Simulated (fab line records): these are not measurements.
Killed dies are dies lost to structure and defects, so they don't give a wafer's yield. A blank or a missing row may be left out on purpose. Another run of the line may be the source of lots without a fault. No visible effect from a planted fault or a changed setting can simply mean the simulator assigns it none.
fab line records	flow n5-finfet
record: lots: 4	wafers: 12	last-day: 17
route steps=1938 shown BEOL_M4@1100 BEOL_M5@1112 PASSIVATION@1936
lots with no fault: from the same line, run without faults
start-h: the number of hours between the record's first day and the start of the first shown wafer of the lot	wait-h: how many hours have passed since the lot's step before this one	" repeats the value in the row above	L1.1+2: several wafers, shown together as one row	- either no value or no given start	* or withheld: withheld	< > ~ a bound
route shown NAME@n: NAME is a module with steps in the file, n the number in the route of the first one	usual: mean/standard deviation taken from wafers without a fault	same: alike in all rows	chamber/n: place in a boat	sites: per-site readings	_std_site: standard deviation of those values	_edge_site: the outer-site mean with the inner-site mean subtracted	radius-mm: for every site, how far away it sits from the centre of the wafer	mask NAME#n: copy n	behind: tool/chamber where the wafer was last shaped	hold: the reason the lot was held/the length of the hold in hours/how it ended	device: the transistor (n, p or np) that didn't switch	end of line: the same wafers' tests at the end of the route	a step without rows: its recipe alone	killed: dies that structure and defects cost at the first sort, which is not the same as the wafer's yield	map: shows each die of a wafer: x if killed, . if not, _ if none is there
set.NAME: the setting that was run; set.NAME@STEP: the one run at that earlier step	model.NAME: the simulator's own value behind a step, which no gauge read
lots seen at some steps along the route; tables by step, rows by wafer
services: the hour from which a tool's chamber was out of use, counted from the record's first day as start-h (under 0 if before that day), plus the number of hours and why
== steps ==
step: N5_BEOL_M4_SPUTTER_96
recipe: material: Cu	target-thk-a: 45	temp-c: -20	chamber-pressure-pa: 0.07	power-w: withheld	time-s: 8.29
step: N5_BEOL_M4_ECD_50
recipe: material: Cu	target-thk-a: 3000
step: N5_BEOL_M4_ANNEAL_51
recipe: temp-c: 225	time-s: 90	ambient: N2
step: N5_BEOL_M4_CMP_52
recipe: stop-on: SiOC	t-overpolish-s: 6.8	down-force-psi: 1	platen-rpm: 50	clearing-platen-down-force-psi: 1.5	clearing-platen-rpm: 50	post-cmp-clean: cu-alkaline	target-thk-nm: 40	clearing-platen-pad-velocity-m-s: 0.99484	pad-velocity-m-s: 0.99484
step: N5_BEOL_M4_PRE_CLEAN_60
recipe: gas: NH3/H2	time-s: 15	temp-c: *	rf-power-w: 300
step: N5_BEOL_M4_CO_CAP_55
recipe: material: Co	target-thk-a: 20	temp-c: 200	precursor: CCTBA/H2	pressure-torr: 30	time-s: 102.1
step: N5_BEOL_M4_PRE_CLEAN_56
recipe: gas: NH3	time-s: 15	temp-c: withheld	rf-power-w: 300
step: N5_BEOL_M4_DEP_57
recipe: material: SiCN	target-thk-a: 80	temp-c: withheld	precursor: 3MS/NH3	pressure-torr: 3	rf-w: 202	time-s: 14
step: N5_BEOL_M5_ILD_DEP_00
recipe: material: SiCOH_lowk	target-thk-a: 1406.4	temp-c: 300	precursor: DEMS/porogen	pressure-torr: 5	rf-w: 500	time-s: 25.9
usual: heater-power-w: 304/67	showerhead-plenum-p-Torr: 5.733/0.016	susceptor-temp-C: 299.98/0.16	throttle-valve-pct: 13.8/0.4
lot.wafer	tool	chamber	start-h	wait-h	heater-power-w	showerhead-plenum-p-Torr	susceptor-temp-C	throttle-valve-pct	model.SiCOH_lowk_of_BEOL_M5_ILD_DEP_00.thk-nm
L598.3	pecvd-02	2	196.08	0.5	397	5.736	300.04	13.2	138.6
L598.4	"	0	"	"	283	5.762	300.18	14.1	141.6
L598.6	"	1	"	"	283	5.714	300.55	13.4	141.6
L605.3	pecvd-02	2	237.70	0.5	393	5.744	289.85	13.3	147.4
L605.4	"	0	"	"	244	5.755	289.94	14.3	149.4
L605.6	"	2	"	"	400	5.734	289.94	13.3	148.4
L607.3	pecvd-02	2	247.38	0.5	374	5.737	289.81	13.4	148.8
L607.4	"	2	"	"	368	5.739	290.15	13.3	149.8
L607.5	"	1	"	"	278	5.716	290.35	13.6	152.2
L616.1	pecvd-04	1	303.20	0.8	398	5.729	299.70	14.2	140.8
L616.5	"	2	"	"	253	5.740	299.90	13.7	141.8
L616.6	"	1	"	"	408	5.718	299.94	13.8	139.8
step: N5_BEOL_M5_CURE_79
recipe: temp-c: 385	time-s: 240	ambient: He/Ar	material: SiCOH_lowk
step: N5_BEOL_M5_THK_MEAS_01
recipe: reads: SiCOH_lowk_of_BEOL_M5_ILD_DEP_00
usual: M5_ILD_THK: 121.2/1.3
lot.wafer	tool	chamber	start-h	wait-h	M5_ILD_THK[nm]
L598.3	film-metro-01	-	196.65	0.3	119.4
L598.4	"	-	"	"	121.9
L598.6	"	-	"	"	121.8
L605.3	film-metro-02	-	238.40	0.3	126.7
L605.4	"	-	"	"	128.5
L605.6	"	-	"	"	127.7
L607.3	film-metro-02	-	247.97	0.3	128.0
L607.4	"	-	"	"	128.9
L607.5	"	-	"	"	131.0
L616.1	film-metro-02	-	303.77	0.4	121.1
L616.5	"	-	"	"	122.0
L616.6	"	-	"	"	120.3
step: N5_BEOL_M5_PECVD_70
recipe: material: SiO2	target-thk-a: 160	temp-c: 400	precursor: TEOS/O2	pressure-torr: 5.5	rf-w: 450	teos-flow-sccm: 53.8	gas: O2	flow-sccm: 3000	time-s: 18
step: N5_BEOL_M5_HM_DEP_02
recipe: material: TiN	target-thk-a: 200	temp-c: 25	chamber-pressure-pa: 0.49996
step: N5_BEOL_M5_COAT_59
recipe: resist: SOC	temp-c: 250	time-s: 60	spin-rpm: 1500	resist-thk-nm: 60
step: N5_BEOL_M5_COAT_60
recipe: resist: SiARC	temp-c: 220	time-s: 60	spin-rpm: 1500	resist-thk-nm: 12
step: N5_BEOL_M5_COAT_71
recipe: resist: underlayer	temp-c: 205	time-s: 60	spin-rpm: 1500	resist-thk-nm: 5
step: N5_BEOL_M5_COAT_05
recipe: resist: CAR-EUV	spin-rpm: 1500	resist-thk-nm: 30
step: N5_BEOL_M5_EBR_07
recipe: solvent: PGMEA	ebr-width-mm: 1.5
step: N5_BEOL_M5_SOFTBAKE_06
recipe: temp-c: 110	time-s: 60	resist: CAR-EUV
step: N5_BEOL_M5_EXPOSE_08
recipe: mask-id: M5	na: 0.33	source-shape: annular	sigma-inner: 0.4	sigma-outer: 0.8	polarization: unpolarized	target-cd-nm: 28	dose-mj: 35.75
step: N5_BEOL_M5_PEB_09
recipe: peb-temp-c: 100	peb-time-s: 60	resist: CAR-EUV
step: N5_BEOL_M5_DEVELOP_10
recipe: develop-time-s: 30	developer: TMAH	resist: CAR-EUV	rinse-liquid: surfactant-rinse	dry: air-spin	dev-temp-c: 23
step: N5_BEOL_M5_DESCUM_16
recipe: chemistry: O2	time-s: 7	source-power-w: 50	bias-power-w: 20	pressure-mtorr: 20	rf-frequency-hz: 2.712e+07	temp-c: 40	resist: CAR-EUV	o2-flow-sccm: 225
step: N5_BEOL_M5_ETCH_72
recipe: chemistry: N2/H2	target: underlayer	target-depth-a: 65	mask-material: CAR-EUV	time-s: 5.2	ion-energy-ev: 200	pressure-mtorr: 30	source-w: 840	bias-w: 150	n2-flow-sccm: 200	h2-flow-sccm: 200	ends: cleared
step: N5_BEOL_M5_ETCH_61
recipe: chemistry: CF4	target: SiARC	target-depth-a: 156	mask-material: CAR-EUV	time-s: 26	ion-energy-ev: 80	pressure-mtorr: 40	source-w: 545	bias-w: 36	Ar_flow_sccm: 100	cf4-flow-sccm: 100	ends: cleared
step: N5_BEOL_M5_ETCH_62
recipe: chemistry: N2/H2	target: SOC	target-depth-a: 750	overetch-a: 150	mask-material: SiARC	temp-c: 40	time-s: 112.5	ion-energy-ev: 200	pressure-mtorr: 30	source-w: 840	bias-w: 150	n2-flow-sccm: 200	h2-flow-sccm: 200
step: N5_BEOL_M5_STRIP_63
recipe: chemistry: N2/H2	temp-c: 40	n2-flow-sccm: 200	h2-flow-sccm: 200	rf-frequency-hz: 6e+07
step: N5_BEOL_M5_STRIP_73
recipe: chemistry: N2/H2	temp-c: 40	n2-flow-sccm: 200	h2-flow-sccm: 200	rf-frequency-hz: 6e+07
step: N5_BEOL_M5_STRIP_64
recipe: chemistry: CF4	resist: SiARC	power-w: 300	bias-power-w: 75	pressure-mtorr: 50	cf4-flow-sccm: 150	rf-frequency-hz: 6e+07
step: N5_BEOL_M5_HM_OPEN_17
recipe: chemistry: Cl2/BCl3	target-depth-a: 200	overetch-a: 60	target: TiN	mask-material: SOC	ion-energy-ev: 150	pressure-mtorr: 10	icp-w: 1000	bias-w: 126	Cl2_flow_sccm: 53.25	bcl3-flow-sccm: 21.75	Ar_flow_sccm: 25
step: N5_BEOL_M5_STRIP_19
recipe: chemistry: O2	power-w: 400	temp-c: 40	pressure-mtorr: 30	rf-frequency-hz: 6e+07	bias-power-w: 0	overash-fraction: 0.2	o2-flow-sccm: 225
step: N5_BEOL_M5_COAT_65
recipe: resist: SOC	temp-c: 250	time-s: 60	spin-rpm: 1500	resist-thk-nm: 60
step: N5_BEOL_M5_COAT_66
recipe: resist: SiARC	temp-c: 220	time-s: 60	spin-rpm: 1500	resist-thk-nm: 12
step: N5_BEOL_M5_COAT_74
recipe: resist: underlayer	temp-c: 205	time-s: 60	spin-rpm: 1500	resist-thk-nm: 5
step: N5_BEOL_M5_CMP_52
recipe: stop-on: SiCOH_lowk	t-overpolish-s: 6.9	down-force-psi: 1	platen-rpm: 50	clearing-platen-down-force-psi: 1.5	clearing-platen-rpm: 50	post-cmp-clean: cu-alkaline	target-thk-nm: 62	clearing-platen-pad-velocity-m-s: 0.99484	pad-velocity-m-s: 0.99484
usual: clearing-platen-down-force-psi: 1.500/0.0031	motor-current-A: 6.1/0.65	platen-rpm: 49.99/0.033
lot.wafer	tool	chamber	start-h	wait-h	clearing-platen-down-force-psi	motor-current-A	platen-rpm	model.SiCOH_lowk_of_BEOL_M5_ILD_DEP_00.thk-nm
L598.3	cmp-03	0	206.59	0.2	1.500	6.6	49.95	116.2
L598.4	"	1	"	"	1.501	6.5	50.02	118.8
L598.6	"	3	"	"	1.503	5.5	49.99	118.8
L605.4	cmp-02	1	251.15	0.9	1.499	6.1	50.01	125.6
L605.3	"	2	"	"	1.499	5.1	49.99	123.8
L605.6	"	0	"	"	1.497	5.5	49.93	124.6
L607.3	cmp-03	0	261.22	0.2	1.501	6.5	49.98	125
L607.4	"	1	"	"	1.500	6.3	49.98	126
L607.5	"	0	"	"	1.502	6.5	50.01	128
L616.1	cmp-04	0	315.88	0.3	1.498	5.8	50.03	118.2
L616.5	"	0	"	"	1.498	5.9	49.99	119
L616.6	"	1	"	"	1.497	5.6	50.02	117.2
step: N5_PASSIVATION_PROBE_49
usual: defect-limited-yield: 91.3/1.3	killed_at_M0_to_M3: 35/13	killed_at_M4_up: 13/5.2	killed-at-contacts: 12/6.2	killed-at-front-end: 39/9.6	killed-at-other: 3.1/2.6	killed-dies: 102/16	killed-open: 68/13	killed-short: 33/6.9	sort_bin_5_function: 5.1/0.87	sort_bin_6_memory: 3.3/0.67	sort-n-pass: 1078/16	sort-yield-pct: 91.3/1.3
same: gross-dies: 1180	killed-at-back-side: 0	sort_bin_4_leakage[%]: 0	sort_bin_8_speed[%]: 0
lot.wafer	tool	chamber	start-h	wait-h	defect-limited-yield[%]	killed_at_M0_to_M3	killed_at_M4_up	killed-at-contacts	killed-at-front-end	killed-at-other	killed-dies	killed-open	killed-short	sort_bin_5_function[%]	sort_bin_6_memory[%]	sort-n-pass	sort-yield-pct[%]
L598.3	prober-01	-	296.94	0.1	91.6	18	16	24	38	3	99	64	34	4.5	3.6	1081	91.6
L598.4	prober-01	-	296.99	0.2	91.3	17	13	37	31	5	103	74	27	5.3	3.1	1077	91.3
L598.6	prober-01	-	297.09	0.3	92.5	23	18	14	28	5	88	61	26	4.1	3.2	1092	92.5
L607.3	prober-02	-	348.08	0.1	89.1	46	13	10	57	3	129	76	51	5.3	5.2	1051	89.1
L607.4	prober-02	-	348.13	0.2	91.5	42	14	8	33	3	100	65	34	5.6	2.8	1080	91.5
L607.5	prober-02	-	348.18	0.2	90.3	38	19	13	44	0	114	83	31	5.9	3.3	1066	90.3
killed by level:class
L598.3 MOL_CONTACT_COAG:geometric-particle:open=15 MOL_CONTACT_COAG:geometric-particle:short=9 BEOL_M4:geometric-particle:open=8 BEOL_M2:geometric-particle:open=8 FIN_CUT:geometric-particle:open=6 FIN_CUT:geometric-particle:short=5 STI_FIN_REVEAL:geometric-particle:open=5 FIN_SAQP:geometric-particle:short=4
L598.4 MOL_CONTACT_COAG:geometric-particle:open=29 BEOL_M4:geometric-particle:open=9 MOL_CONTACT_COAG:geometric-particle:short=8 FIN_SAQP:geometric-particle:short=5 BEOL_M3:geometric-particle:open=5 FIN_SAQP:geometric-particle:open=4 BEOL_M1:geometric-particle:open=4 BEOL_M2:geometric-particle:open=4
L598.6 BEOL_M4:geometric-particle:open=12 MOL_CONTACT_COAG:geometric-particle:open=10 FIN_SAQP:geometric-particle:short=7 FIN_SAQP:geometric-particle:open=6 BEOL_M1:geometric-particle:open=6 BEOL_M3:geometric-particle:open=6 MOL_CONTACT_COAG:geometric-particle:short=4 BEOL_M0_SAQP:geometric-particle:short=4
L607.3 FIN_SAQP:geometric-particle:short=22 FIN_SAQP:geometric-particle:open=14 BEOL_M0_SAQP:geometric-particle:open=11 BEOL_M2:geometric-particle:open=8 BEOL_M3:geometric-particle:open=8 MOL_CONTACT_COAG:geometric-particle:open=7 BEOL_M0_SAQP:geometric-particle:short=6 GATE_CUT:geometric-particle:short=5
L607.4 BEOL_M0_SAQP:geometric-particle:open=11 FIN_SAQP:geometric-particle:short=9 FIN_SAQP:geometric-particle:open=8 BEOL_M0_SAQP:geometric-particle:short=7 BEOL_M2:geometric-particle:open=7 BEOL_M1:geometric-particle:open=6 BEOL_M3:geometric-particle:open=6 MOL_CONTACT_COAG:geometric-particle:open=4
L607.5 FIN_SAQP:geometric-particle:open=15 MOL_CONTACT_COAG:geometric-particle:open=10 BEOL_M0_SAQP:geometric-particle:short=10 BEOL_M4:geometric-particle:open=10 FIN_SAQP:geometric-particle:short=9 BEOL_M1:geometric-particle:open=8 BEOL_M3:geometric-particle:open=7 DUMMY_GATE:geometric-particle:open=6
== services ==
tool	chamber	start-h	hours	kind
cmp-03	-	181.29	1.4	repair
cmp-04	-	181.50	0.7	repair
cmp-02	-	191.26	3.9	repair
pecvd-02	-	198.18	2.8	pm
cmp-03	-	208.04	34.2	repair
cmp-04	-	233.26	0.4	repair
cmp-02	-	242.03	4.0	pm
cmp-02	-	246.03	-	consumable-replace:conditioner
cmp-02	-	246.03	-	consumable-replace:pad
pecvd-02	1	254.24	5.4	repair
cmp-04	-	269.15	1.0	repair
cmp-03	-	281.92	1.9	repair
cmp-02	-	303.20	3.1	repair
== key ==
first-sign: step: N5_BEOL_M5_ILD_DEP_00	reading: susceptor-temp-C	direction: down	sigmas: 63	usual: *	struck: *
effect: step: N5_BEOL_M5_THK_MEAS_01	reading: M5_ILD_THK	direction: up	sigmas: 5.5	usual: 121.2	struck: 128.5
model-effect: step: N5_BEOL_M5_ILD_DEP_00	value: SiCOH_lowk_of_BEOL_M5_ILD_DEP_00.thk-nm	without: 140.8	struck: 149.3
model-effect: step: N5_BEOL_M5_CMP_52	value: SiCOH_lowk_of_BEOL_M5_ILD_DEP_00.thk-nm	without: 118.2	struck: 125.5
met-at N5_BEOL_M5_ILD_DEP_00
struck-wafers L605.3,L605.4,L605.6,L607.3,L607.4,L607.5
onset-between 196.08 237.70
fault: kind: process-parameter-drift	tool: pecvd-02	chamber: -	onset-h: 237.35	steps: N5_BEOL_M5_ILD_DEP_00	channel: temp-c	offset: *	shape: step	end-h: 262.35	acts-in: *	stated: *
